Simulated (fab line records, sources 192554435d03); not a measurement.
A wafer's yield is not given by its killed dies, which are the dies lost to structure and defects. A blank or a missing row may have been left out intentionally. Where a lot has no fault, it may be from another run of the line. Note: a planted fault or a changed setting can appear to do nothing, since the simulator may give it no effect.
Split-lot experiment	flow n5_finfet	7 lots, 21 wafers read, on a route of 1938 steps

## THE SPLIT
At N5_DUMMY_GATE_COAT_09 (resist thk 30 nm), the setting spin_rpm was moved away from the recipe's 1500 rpm on 9 of the 21 wafers read, by -10.1% to +7.3%. This setting was run at the recipe's value on the other wafers.

## FROM THE SPLIT TO THE READING: what the file shows between them, 4 steps
- N5_DUMMY_GATE_EBR_11
- N5_DUMMY_GATE_SOFTBAKE_10: time 60 s
- N5_DUMMY_GATE_DESCUM_20: chemistry O2, time 6.2 s
- N5_DUMMY_GATE_ETCH_29: etches underlayer in N2/H2, target depth 13 nm

## THE READING
CAR-EUV_of_DUMMY_GATE_COAT_09.thk_nm (the simulator's own value, which no gauge read), in nm, at N5_DUMMY_GATE_ETCH_36 (etches SiARC in CF4, target depth 13 nm). There is no usual value for it anywhere in the file. Here, 12 wafers ran the recipe; their average is 11.5 nm with a standard deviation of 0.34 nm.

wafer	tool, chamber at the split	spin_rpm as run, rpm	against the recipe	CAR-EUV_of_DUMMY_GATE_COAT_09.thk_nm, nm	against lot-mates on the recipe
L076.2	litho_track-05, 0	1352	-9.9%	12.8	+1.6
L076.5	litho_track-05, 0	1500	recipe	11	-
L076.6	litho_track-05, 0	1500	recipe	11.4	-
L077.1	litho_track-03, 0	1580	+5.3%	10.8	-0.4
L077.5	litho_track-03, 0	1500	recipe	11.4	-
L077.6	litho_track-03, 0	1500	recipe	11	-
L078.3	litho_track-05, 0	1349	-10.1%	13.8	+2.2
L078.4	litho_track-05, 0	1349	-10.1%	13.2	+1.6
L078.5	litho_track-05, 0	1500	recipe	11.6	-
L086.3	litho_track-05, 0	1500	recipe	11.6	-
L086.4	litho_track-05, 0	1500	recipe	11.6	-
L086.6	litho_track-05, 0	1500	recipe	11.4	-
L087.3	litho_track-01, 0	1500	recipe	11.6	-
L087.5	litho_track-01, 0	1500	recipe	11.6	-
L087.6	litho_track-01, 0	1500	recipe	11.4	-
L089.2	litho_track-03, 0	1500	recipe	12.4	-
L089.4	litho_track-03, 0	1610	+7.3%	10.6	-1.8
L089.6	litho_track-03, 0	1610	+7.3%	10.8	-1.6
L096.2	litho_track-01, 0	1598	+6.5%	10.4	no lot-mate on the recipe
L096.5	litho_track-01, 0	1598	+6.5%	10.6	no lot-mate on the recipe
L096.6	litho_track-01, 0	1598	+6.5%	10.6	no lot-mate on the recipe

THE FIT
A straight line over all 21 wafers: CAR-EUV_of_DUMMY_GATE_COAT_09.thk_nm changes by -0.156 nm for each +1% of spin_rpm; r = -0.93; the points scatter about the line by 0.34 nm.
The same after taking each lot's own level away (the mean of its wafers on the recipe; 18 wafers): -0.186 nm for each +1%; r = -0.97; scatter 0.26 nm.
Per that fit: largest spin_rpm move, reading shift of 1.9 nm.
From 11.20 to 12.40 nm: that is the span of the lots' own levels, equal to 3.5 times the standard deviation above.
Thus the slope moves with the lot-to-lot level: the two fits are different.
Check: for one of the wafers moved furthest among these (-10.1%), held out of the fit, the line's prediction against its lot-mates is +1.74 nm. It came out at +2.2 nm against them.

## THE OTHER SPLITS THESE WAFERS WENT THROUGH
Note: prior to the reading, these wafers also went through further splits. Each is held against what the fit with the lots' levels taken away leaves over:
other split on the same wafers	wafers away from the commonest value	r with CAR-EUV_of_DUMMY_GATE_COAT_09.thk_nm (lot level and that fit taken away)
N5_WELL_APT_COAT_02 spin_rpm	4	+0.20
N5_DUMMY_GATE_COAT_28 spin_rpm	9	+0.32

## THE WHOLE CHAIN: every reading that the file lists as answering this split, in the file's order
step	what it does	reading	change (the file's fit)	r (the file's)
N5_DUMMY_GATE_COAT_09	resist thk 30 nm	CAR-EUV_of_DUMMY_GATE_COAT_09.thk_nm (the simulator's own value, which no gauge read)	-0.155 nm for each +1% of the setting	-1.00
N5_DUMMY_GATE_DESCUM_20	chemistry O2, time 6.2 s	CAR-EUV_of_DUMMY_GATE_COAT_09.thk_nm (the simulator's own value, which no gauge read)	-0.166 nm for each +1% of the setting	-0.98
N5_DUMMY_GATE_ETCH_36	etches SiARC in CF4, target depth 13 nm	CAR-EUV_of_DUMMY_GATE_COAT_09.thk_nm (the simulator's own value, which no gauge read)	-0.176 nm for each +1% of the setting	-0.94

## FILE'S OWN FIT
CAR-EUV_of_DUMMY_GATE_COAT_09.thk_nm changes by -0.176 nm for each +1% of spin_rpm, r = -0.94.
